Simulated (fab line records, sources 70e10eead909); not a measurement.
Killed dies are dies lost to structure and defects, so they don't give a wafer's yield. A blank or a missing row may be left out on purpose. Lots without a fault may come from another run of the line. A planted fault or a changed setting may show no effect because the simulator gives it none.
Chamber matching | flow nand_harc | NHARC_A_CONTACT_ALD_18 on ald_metal-04: 4 sister chambers
The step deposits TiN, target thk 3 nm, pulse time 1 s, ald cycles 150. 16 wafers are shown with their chamber, then 8 later ones without.

WAFERS WITH THEIR CHAMBER
wafer  | chamber | heater_power_w (W) | heater_power_outer_w (W) | precursor_pulse_height_rel
L074.2 | 0       | 1023               | 655                      | 0.998
L074.4 | 2       | 1253               | 758                      | 1.023
L074.5 | 1       | 1454               | 867                      | 1.011
L075.2 | 0       | 1023               | 635                      | 1.009
L075.4 | 2       | 1269               | 759                      | 1.022
L075.5 | 2       | 1291               | 747                      | 0.978
L079.4 | 3       | 1102               | 705                      | 0.995
L079.5 | 2       | 1267               | 754                      | 0.989
L079.6 | 1       | 1450               | 895                      | 1.001
L081.2 | 3       | 1103               | 688                      | 1.048
L081.4 | 2       | 1253               | 754                      | 0.973
L081.5 | 3       | 1111               | 691                      | 1.011
L085.1 | 2       | 1307               | 764                      | 0.972
L085.2 | 1       | 1446               | 887                      | 1.007
L085.6 | 1       | 1452               | 879                      | 0.990
L083.2 | 0       | 1021               | 648                      | 0.994

SIGNATURES (means of the wafers above)
reading                    | chamber 0 | chamber 1 | chamber 2 | chamber 3 | scatter within a chamber
heater_power_w             | 1022.33   | 1450.50   | 1273.33   | 1105.33   | 14.2
heater_power_outer_w       | 646.00    | 882.00    | 756.00    | 694.67    | 8.97
precursor_pulse_height_rel | 1.00033   | 1.00225   | 0.99283   | 1.01800   | 0.0197
Rule: a wafer's distance from a chamber is the root of the sum, over the readings, of the square of ((its reading less the chamber's mean) divided by the reading's scatter). The wafer belongs to the nearest chamber; if the next one is less than 2 further off, it can't be placed. The scatter: the root of (the sum of the squares of (reading less its chamber's mean) over the shown wafers, divided by (wafers less chambers)).

WAFERS WITHOUT THEIR CHAMBER
wafer  | heater_power_w (W) | heater_power_outer_w (W) | precursor_pulse_height_rel
L083.3 | 1453               | 875                      | 0.984
L083.4 | 1136               | 697                      | 1.009
L089.3 | 1003               | 653                      | 0.984
L089.4 | 1200               | 765                      | 1.001
L089.6 | 1083               | 681                      | 0.970
L096.2 | 1250               | 762                      | 0.992
L096.4 | 1083               | 721                      | 0.986
L096.5 | 1100               | 680                      | 1.027

WHICH CHAMBER EACH WENT THROUGH
wafer  | from the rows above | in truth
L083.3 | 1                   | 1
L083.4 | 3                   | 3
L089.3 | 0                   | 0
L089.4 | 2                   | 2
L089.6 | 3                   | 3
L096.2 | 2                   | 2
L096.4 | 3                   | 3
L096.5 | 3                   | 3
Placed correctly: 8 of 8. Can't be placed from these rows: 0. Placed wrongly: 0.
